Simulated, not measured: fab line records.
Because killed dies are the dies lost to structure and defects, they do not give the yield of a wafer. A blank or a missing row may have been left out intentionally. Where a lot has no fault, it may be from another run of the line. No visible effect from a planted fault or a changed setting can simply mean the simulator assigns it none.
Comparing a struck lot with a sound one | flow nand_harc | 14 out of 1302 route steps
Sound: the wafers L923.2, L923.3, L923.4. Struck: wafer L938.1 (L938.2, L938.6, from the same lot, were not struck and are left out); the cause is given at the end.
For every step that has rows: the tool of each side, followed by ch and its chambers, followed by its first start. Under that, the readings that differ: sound wafers | struck wafers | difference of the means | sigmas: that difference in standard deviations of wafers without a fault.
alike: readings with means less than 2 such deviations apart, plus words and numbers identical on both sides. not compared: withheld readings, readings lacking a value on some wafer, bounds such as >300 that could conceal the same value, and numbers that have no deviation in the record and whose values overlap.
A row with sigmas, a row that says differs or no value, or rows on one side alone: a step with any of these is where the two part. Non-overlapping numbers with no deviation appear without sigmas and do not part them. Lack of a reading on every wafer of one side parts them only where that side has two or more wafers.

first, 6 steps without rows for these wafers: NHARC_A_STAIRCASE_SOFTBAKE_04 (time 170 s); NHARC_A_STAIRCASE_EBR_05; NHARC_A_STAIRCASE_EXPOSE_06 (exposes mask STAIR); NHARC_A_STAIRCASE_PEB_07 (peb time 130 s); NHARC_A_STAIRCASE_DEVELOP_08 (time 140 s); NHARC_A_STAIRCASE_HARDBAKE_10 (time 140 s).
NHARC_A_STAIRCASE_DESCUM_11: chemistry O2, time 3 s.
  sound on rie_diel-02 ch 0,1,3, day 15 20:42; struck on rie_diel-02 ch 2, day 21 17:25
  reading                | sound                | struck | difference | sigmas
  rf_hours_counter_h (h) | 43 43 42             | 30     | -13        |
  throttle_valve_pct (%) | 11.302 11.291 11.320 | 11.324 | +0.020     | +2
  alike: drypump_motor_current_A, oes_product_au, rf_vpp_V, showerhead_plenum_p_Torr
NHARC_A_STAIRCASE_TRIM_12: chemistry O2, time 211.2 s.
  sound on rie_diel-02 ch 0,1,2, day 15 20:47; struck on rie_diel-02 ch 2, day 21 17:32
  reading                | sound    | struck | difference | sigmas
  rf_hours_counter_h (h) | 43 44 42 | 30     | -13        |
  alike: drypump_motor_current_A, oes_product_au, rf_vpp_V, showerhead_plenum_p_Torr, throttle_valve_pct
NHARC_A_STAIRCASE_ETCH_13: etches the open film in C4F8/O2, target depth 100 nm, time 40.5 s.
  sound on rie_diel-02 ch 0,1,3; struck on rie_diel-02 ch 3
  reading                | sound       | struck | difference | sigmas
  rf_hours_counter_h (h) | 42 43 43    | 27     | -16        |
  rf_vpp_V (V)           | 889 886 889 | 906    | +18        | +3
  alike: oes_product_au
NHARC_A_STAIRCASE_TRIM_14: chemistry O2, time 211.2 s.
  sound on rie_diel-02 ch 0,1,3; struck on rie_diel-02 ch 1
  reading                | sound    | struck | difference | sigmas
  rf_hours_counter_h (h) | 42 43 43 | 29     | -14        |
  alike: drypump_motor_current_A, oes_product_au, rf_vpp_V, showerhead_plenum_p_Torr, throttle_valve_pct
NHARC_A_STAIRCASE_ETCH_15: etches the open film in C4F8/O2, target depth 100 nm, time 40.5 s.
  sound on rie_diel-02 ch 0,1,2; struck on rie_diel-02 ch 0
  reading                | sound    | struck | difference | sigmas
  rf_hours_counter_h (h) | 43 44 42 | 27     | -16        |
  alike: oes_product_au, rf_vpp_V
NHARC_A_STAIRCASE_TRIM_16: chemistry O2, time 211.2 s.
  sound on rie_diel-02 ch 0,1,3, day 15 21:15; struck on rie_diel-02 ch 1, day 21 18:28
  reading                | sound             | struck | difference | sigmas
  oes_product_au (a.u.)  | 1.001 0.996 1.004 | 1.201  | +0.201     | +29
  rf_hours_counter_h (h) | 42 44 43          | 29     | -14        |
  alike: drypump_motor_current_A, rf_vpp_V, showerhead_plenum_p_Torr, throttle_valve_pct
then, 1 step without rows for these wafers: NHARC_A_STAIRCASE_ETCH_17 (etches the open film in C4F8/O2, target depth 100 nm, time 40.5 s).
-- jump in the record: it breaks off in module A_STAIRCASE and resumes in module END (first step shown: number 1302 of the route), and 8 days separate the struck wafers' starts before and after --
NHARC_END_SORT_01:
  sound on prober-01 ch 0, day 24 20:05; struck on prober-01 ch 0, day 30 04:47
  reading         | sound    | struck | difference | sigmas
  killed_at_array | 69 67 62 | 664    | +598       | +37
  killed_dies     | 73 71 69 | 669    | +598       | +37
  killed_open     | 2 3 8    | 0      | -4         | -2
  alike: killed_at_other, killed_at_periphery, killed_short

== WHERE THEY PART ==
Last at NHARC_END_SORT_01 as far as this record goes, first at NHARC_A_STAIRCASE_DESCUM_11.

WHY: the cause the simulator had injected
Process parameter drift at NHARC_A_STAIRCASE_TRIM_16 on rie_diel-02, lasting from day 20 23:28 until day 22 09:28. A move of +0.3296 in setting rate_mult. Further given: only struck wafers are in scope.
